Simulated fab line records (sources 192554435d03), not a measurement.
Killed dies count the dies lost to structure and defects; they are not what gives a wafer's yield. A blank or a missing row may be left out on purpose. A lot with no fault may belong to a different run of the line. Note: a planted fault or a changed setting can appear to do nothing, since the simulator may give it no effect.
A struck lot beside a sound one :: flow n5 finfet :: 14 steps out of a route of 1938
Sound: these wafers, L188.1, L188.4, L188.5. The struck wafers were L200.1, L200.3, L200.6. The cause is given at the end.
At each step with rows: each side's tool, then ch and its chambers, then its first start. Under that, the readings that differ: sound wafers :: struck wafers :: difference of the means :: sigmas: that difference in standard deviations of wafers without a fault.
alike: same words and numbers on both sides, and readings whose means sit less than 2 such deviations apart. not compared: any withheld reading, any reading some wafer has no value for, any bound like >300 that may hide the same value, and any number with overlapping values for which the record gives no deviation.
Wherever a step has rows on one side only, a row that says differs or no value, or a row with sigmas, the two part there. Numbers that have no deviation but don't overlap get no sigmas and don't part them. A reading that every wafer of one side lacks parts them only if that side has two wafers or more.

first, 7 steps without rows for these wafers: N5_SD_EPI_P_SRD_25 (time 30 s); N5_SD_ACTIVATION_RTA_00 (time 0 s); N5_SD_ACTIVATION_LSA_01 (time 0.0008 s); N5_ILD0_LINER_00 (material SiNx, target thk 4 nm, pulse time 1 s, purge time 2 s); N5_ILD0_FCVD_FILL_01 (material SiO2 flowable, target thk 200 nm, time 328.3 s); N5_ILD0_CURE_02 (time 1800 s); N5_ILD0_CMP_03 (polishes, stops on SiNx, t overpolish 1.9 s, target thk 197.38 nm).
N5_ILD0_CMP_07: polishes SiO2 flowable, stops on poly-Si, t overpolish 1.18 s, target thk 138.88 nm.
  sound on cmp-02 ch 0,1,2, day 5 06:34; struck on cmp-02 ch 0,1,2, day 8 01:44
  no value came back on the struck wafers for edge zone pressure frac, head pressure psi (psi), motor current A (A), t overpolish s (s); on the sound wafers edge zone pressure frac reads 0.996 0.991 1.004
reading: model.SiNx_of_DUMMY_GATE_HM_DEP_06.thk nm (nm)
sound: 0 0 0
struck: 76.4 77 76.8
difference: +76.7
sigmas: 

reading: model.SiO2_flowable_of_ILD0_FCVD_FILL_01.thk nm (nm)
sound: 137.6 138 139.4
struck: 198.6 199.2 197.6
difference: +60.1
sigmas: 

reading: model.a-Si_of_DUMMY_GATE_CVD_03.thk nm (nm)
sound: 69.4 67.8 69.8
struck: 72.2 72.2 72.2
difference: +3.2
sigmas: 
N5_ILD0_THK_MEAS_08:
  sound: film metro-01 at day 5 06:49; struck: film metro-02 at day 8 01:57
reading: thk nm (nm)
sound: 137.5 137.6 139.5
struck: 198.7 199.1 197.6
difference: +60.3
sigmas: +62
N5_ILD0_PRECLEAN_10: cleans in NF3:NH3, afs cycles 5, time 20 s, sublimation time 60 s.
  sound on remote plasma-01 ch 0, day 5 06:52; struck on remote plasma-02 ch 0, day 8 01:59
reading: model.SiO2_flowable_of_ILD0_FCVD_FILL_01.thk nm (nm)
sound: 119 119.4 120.6
struck: 172 172.4 171
difference: +52
sigmas: 
  alike: rf power w
then, 1 step without rows for these wafers: N5_ILD0_ALD_15 (deposits SiNx, target thk 24 nm, pulse time 1 s, ald cycles 480).
N5_ILD0_CMP_12: polishes SiNx, stops on poly-Si, t overpolish 6 s, target thk 17.67 nm.
  sound on cmp-04 ch 0,1,2, day 5 09:47; struck on cmp-02 ch 0,1,2, day 8 04:56
reading: model.a-Si_of_DUMMY_GATE_CVD_03.thk nm (nm)
sound: 68.8 67.2 69
struck: 71.4 71.6 71.4
difference: +3.1
sigmas: 
  alike: edge zone pressure frac, head pressure psi, motor current A
N5_BEOL_M4_RC_MEAS_101:
  the record has rows for the sound wafers here (prober-01 ch 0, day 10 17:26) and none for the struck ones
-- the record jumps here: 10 days lie between the struck wafers' starts before and after (it left off in module BEOL_M4 and takes up again in module PASSIVATION, whose first step shown is number 1936 of the route) --
N5_PASSIVATION_PROBE_49:
  sound: prober-01 at day 15 03:46; struck: prober-01 at day 18 04:29
reading: killed_at_M0_to_M3
sound: 19 29 20
struck: 54 36 49
difference: +24
sigmas: +2

reading: killed at front end
sound: 52 73 73
struck: 1093 1112 1107
difference: +1038
sigmas: +86

reading: killed dies
sound: 100 132 118
struck: 1180 1180 1180
difference: +1063
sigmas: +63

reading: killed on rim
sound: 9 15 7
struck: 152 152 152
difference: +142
sigmas: +42
  alike: killed_at_M4_up, killed at contacts, killed at other, killed open, killed short

## WHERE THEY PART
First at N5_ILD0_CMP_07; last, within this record, at N5_PASSIVATION_PROBE_49.

WHY: what had been put in by the simulator
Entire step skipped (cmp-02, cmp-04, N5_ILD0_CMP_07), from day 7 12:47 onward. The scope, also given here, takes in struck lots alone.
